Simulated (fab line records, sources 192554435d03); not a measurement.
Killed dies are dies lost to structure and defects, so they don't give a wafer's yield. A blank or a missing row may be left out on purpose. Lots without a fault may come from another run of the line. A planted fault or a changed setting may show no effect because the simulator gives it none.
Which tool did it? | flow n5_finfet | 24 lots, 72 wafers sampled, at 4 steps of a route of 1938

WHAT THE GAUGES READ, wafer by wafer
N5_BEOL_M5_OVL_MEAS_12. Usual: M5_OVL -0.1 nm, standard deviation 0.62.
lot  | measured     | on         | M5_OVL (nm)    | flag
L075 | day 9 04:16  | overlay-02 | -0.2 -0.8 0.2  |
L074 | day 9 05:45  | overlay-02 | -1.0 -0.6 0.4  |
L076 | day 9 21:31  | overlay-02 | 0.2 -0.7 0.5   |
L077 | day 9 21:34  | overlay-01 | 1.0 0.2 0.5    |
L078 | day 10 04:29 | overlay-02 | 0.2 0.2 0.1    |
L079 | day 10 04:40 | overlay-02 | -0.2 0.4 -0.7  |
L081 | day 10 07:46 | overlay-01 | 0.1 -0.6 -0.6  |
L080 | day 10 09:25 | overlay-01 | 0.1 1.1 0.3    |
L082 | day 10 10:55 | overlay-02 | -0.1 -0.2 -0.4 |
L083 | day 11 11:32 | overlay-02 | 0.3 -1.4 -0.9  |
L084 | day 12 04:53 | overlay-01 | 0.4 0.5 0.9    |
L085 | day 12 21:02 | overlay-01 | -0.9 -0.4 -1.0 |
L086 | day 13 03:49 | overlay-01 | -0.5 -0.7 0.6  |
L087 | day 13 06:59 | overlay-02 | -0.2 0.2 -1.1  |
L088 | day 14 03:31 | overlay-01 | -0.6 0.5 0.6   |
L089 | day 14 07:59 | overlay-01 | -0.2 1.1 1.2   |
L090 | day 14 19:37 | overlay-01 | 0.4 1.2 0.8    |
L094 | day 15 01:41 | overlay-02 | -0.6 0.2 0.5   |
L092 | day 15 04:59 | overlay-02 | -0.4 0.0 -0.4  |
L093 | day 15 05:16 | overlay-02 | -1.5 0.0 0.1   |
L091 | day 15 08:06 | overlay-02 | 0.4 0.3 -0.3   |
L095 | day 15 11:29 | overlay-01 | -1.1 -1.0 -0.5 |
L097 | day 15 22:50 | overlay-01 | -0.9 -1.1 0.0  |
L096 | day 16 06:43 | overlay-02 | -0.2 0.0 -0.1  |

WHICH TOOL RAN EACH LOT (tool, then ch and the chambers of the sampled wafers, then the start)
lot  | N5_BEOL_M4_SPUTTER_81        | N5_BEOL_M4_SPUTTER_88        | N5_BEOL_M5_HM_DEP_02
L075 | pvd_sputter-03, day 8 21:05  | pvd_sputter-03, day 8 21:31  | pvd_sputter-03, day 9 03:43
L074 | pvd_sputter-01, day 9 00:58  | pvd_sputter-01, day 9 01:25  | pvd_sputter-01, day 9 05:19
L076 | pvd_sputter-03, day 9 15:48  | pvd_sputter-03, day 9 16:14  | pvd_sputter-01, day 9 20:57
L077 | pvd_sputter-02, day 9 15:52  | pvd_sputter-02, day 9 16:19  | pvd_sputter-01, day 9 21:03
L078 | pvd_sputter-01, day 9 22:26  | pvd_sputter-01, day 9 22:52  | pvd_sputter-02, day 10 03:56
L079 | pvd_sputter-03, day 9 23:30  | pvd_sputter-03, day 9 23:56  | pvd_sputter-03, day 10 04:13
L081 | pvd_sputter-03, day 10 02:24 | pvd_sputter-03, day 10 02:50 | pvd_sputter-03, day 10 07:20
L080 | pvd_sputter-02, day 10 02:28 | pvd_sputter-02, day 10 02:54 | pvd_sputter-03, day 10 08:59
L082 | pvd_sputter-03, day 10 05:38 | pvd_sputter-03, day 10 06:05 | pvd_sputter-01, day 10 10:29
L083 | pvd_sputter-01, day 11 05:20 | pvd_sputter-01, day 11 05:46 | pvd_sputter-01, day 11 11:07
L084 | pvd_sputter-02, day 12 00:09 | pvd_sputter-02, day 12 00:35 | pvd_sputter-02, day 12 04:26
L085 | pvd_sputter-01, day 12 16:31 | pvd_sputter-01, day 12 16:57 | pvd_sputter-02, day 12 20:37
L086 | pvd_sputter-03, day 12 21:19 | pvd_sputter-03, day 12 21:46 | pvd_sputter-01, day 13 03:16
L087 | pvd_sputter-03, day 12 23:55 | pvd_sputter-03, day 13 00:21 | pvd_sputter-01, day 13 06:34
L088 | pvd_sputter-01, day 13 21:17 | pvd_sputter-01, day 13 21:43 | pvd_sputter-02, day 14 03:06
L089 | pvd_sputter-01, day 14 02:35 | pvd_sputter-01, day 14 03:01 | pvd_sputter-02, day 14 07:26
L090 | pvd_sputter-01, day 14 14:38 | pvd_sputter-01, day 14 15:05 | pvd_sputter-01, day 14 19:12
L094 | pvd_sputter-02, day 14 19:45 | pvd_sputter-02, day 14 20:11 | pvd_sputter-03, day 15 01:08
L092 | pvd_sputter-01, day 14 23:24 | pvd_sputter-01, day 14 23:50 | pvd_sputter-02, day 15 04:31
L093 | pvd_sputter-03, day 14 23:32 | pvd_sputter-03, day 14 23:58 | pvd_sputter-02, day 15 04:43
L091 | pvd_sputter-03, day 15 02:25 | pvd_sputter-03, day 15 02:52 | pvd_sputter-03, day 15 07:41
L095 | pvd_sputter-03, day 15 06:07 | pvd_sputter-03, day 15 06:34 | pvd_sputter-02, day 15 10:56
L097 | pvd_sputter-01, day 15 15:34 | pvd_sputter-01, day 15 16:00 | pvd_sputter-03, day 15 22:17
L096 | pvd_sputter-03, day 15 23:34 | pvd_sputter-03, day 16 00:01 | pvd_sputter-03, day 16 06:10
- N5_BEOL_M4_SPUTTER_81: material Cu, target thk 4.5 nm, time 8.29 s.
- N5_BEOL_M4_SPUTTER_88: material Cu, target thk 4.5 nm, time 8.29 s.
- N5_BEOL_M5_HM_DEP_02: deposits TiN, target thk 20 nm.

WHAT THE TOOLS THEMSELVES READ (means of the sampled wafers that have a number; where no wafer has one, the mark that the record gives instead)
N5_BEOL_M4_SPUTTER_81. Usual: throttle_valve_pct 30.4 %, standard deviation 1.5.
lot  | tool           | throttle_valve_pct (%) | flag
L075 | pvd_sputter-03 | 29.8                   |
L074 | pvd_sputter-01 | 29.8                   |
L076 | pvd_sputter-03 | 30.1                   |
L077 | pvd_sputter-02 | 30.2                   |
L078 | pvd_sputter-01 | 30.2                   |
L079 | pvd_sputter-03 | 30.7                   |
L081 | pvd_sputter-03 | 31.5                   |
L080 | pvd_sputter-02 | 30.2                   |
L082 | pvd_sputter-03 | 30.6                   |
L083 | pvd_sputter-01 | 31.7                   |
L084 | pvd_sputter-02 | 30.5                   |
L085 | pvd_sputter-01 | 30.3                   |
L086 | pvd_sputter-03 | 31.2                   |
L087 | pvd_sputter-03 | 31.0                   |
L088 | pvd_sputter-01 | 30.3                   |
L089 | pvd_sputter-01 | 30.9                   |
L090 | pvd_sputter-01 | 31.0                   |
L094 | pvd_sputter-02 | 29.3                   |
L092 | pvd_sputter-01 | 30.3                   |
L093 | pvd_sputter-03 | 30.7                   |
L091 | pvd_sputter-03 | 30.8                   |
L095 | pvd_sputter-03 | 31.4                   |
L097 | pvd_sputter-01 | 29.0                   |
L096 | pvd_sputter-03 | 30.7                   |

N5_BEOL_M4_SPUTTER_88. Usual: throttle_valve_pct 30.4 %, standard deviation 1.5.
lot  | tool           | throttle_valve_pct (%) | flag
L075 | pvd_sputter-03 | 29.7                   |
L074 | pvd_sputter-01 | 29.9                   |
L076 | pvd_sputter-03 | 30.2                   |
L077 | pvd_sputter-02 | 30.2                   |
L078 | pvd_sputter-01 | 30.3                   |
L079 | pvd_sputter-03 | 30.6                   |
L081 | pvd_sputter-03 | 31.4                   |
L080 | pvd_sputter-02 | 30.3                   |
L082 | pvd_sputter-03 | 30.6                   |
L083 | pvd_sputter-01 | 31.7                   |
L084 | pvd_sputter-02 | 30.3                   |
L085 | pvd_sputter-01 | 30.3                   |
L086 | pvd_sputter-03 | 30.9                   |
L087 | pvd_sputter-03 | 31.1                   |
L088 | pvd_sputter-01 | 30.1                   |
L089 | pvd_sputter-01 | 31.0                   |
L090 | pvd_sputter-01 | 30.7                   |
L094 | pvd_sputter-02 | 29.2                   |
L092 | pvd_sputter-01 | 30.3                   |
L093 | pvd_sputter-03 | 30.8                   |
L091 | pvd_sputter-03 | 30.8                   |
L095 | pvd_sputter-03 | 31.4                   |
L097 | pvd_sputter-01 | 29.1                   |
L096 | pvd_sputter-03 | 30.5                   |

N5_BEOL_M5_HM_DEP_02. Usual: throttle_valve_pct 30.2 %, standard deviation 1.4.
lot  | tool           | throttle_valve_pct (%) | flag
L075 | pvd_sputter-03 | 30.2                   |
L074 | pvd_sputter-01 | 30.2                   |
L076 | pvd_sputter-01 | 30.2                   |
L077 | pvd_sputter-01 | 30.3                   |
L078 | pvd_sputter-02 | 31.4                   |
L079 | pvd_sputter-03 | 31.9                   |
L081 | pvd_sputter-03 | 29.6                   |
L080 | pvd_sputter-03 | 30.4                   |
L082 | pvd_sputter-01 | 29.6                   |
L083 | pvd_sputter-01 | 29.0                   |
L084 | pvd_sputter-02 | 30.4                   |
L085 | pvd_sputter-02 | 31.3                   |
L086 | pvd_sputter-01 | 30.2                   |
L087 | pvd_sputter-01 | 30.2                   |
L088 | pvd_sputter-02 | 29.3                   |
L089 | pvd_sputter-02 | 29.4                   |
L090 | pvd_sputter-01 | 30.2                   |
L094 | pvd_sputter-03 | 29.6                   |
L092 | pvd_sputter-02 | 30.3                   |
L093 | pvd_sputter-02 | 29.2                   |
L091 | pvd_sputter-03 | 30.5                   |
L095 | pvd_sputter-02 | 29.3                   |
L097 | pvd_sputter-03 | 29.7                   |
L096 | pvd_sputter-03 | 30.8                   |

THE ANSWER, worked out from the rows above alone
Rule: a lot is off if the mean of its wafers that have a number lies more than 3 standard deviations from the usual mean. A lot without any number at a reading at which 4 lots or more have one is off too. The other lots that the step has rows for count as sound. The gauges are gone through in route order, then the tools' own readings, and for those a lot's mean is taken as printed above. The first step at which some lot is off is used, and at that step the reading that is off furthest; a lot without a number counts as furthest.
No lot is off at any reading shown: from this, nothing can be told.

WHAT THE SIMULATOR HAD PUT IN
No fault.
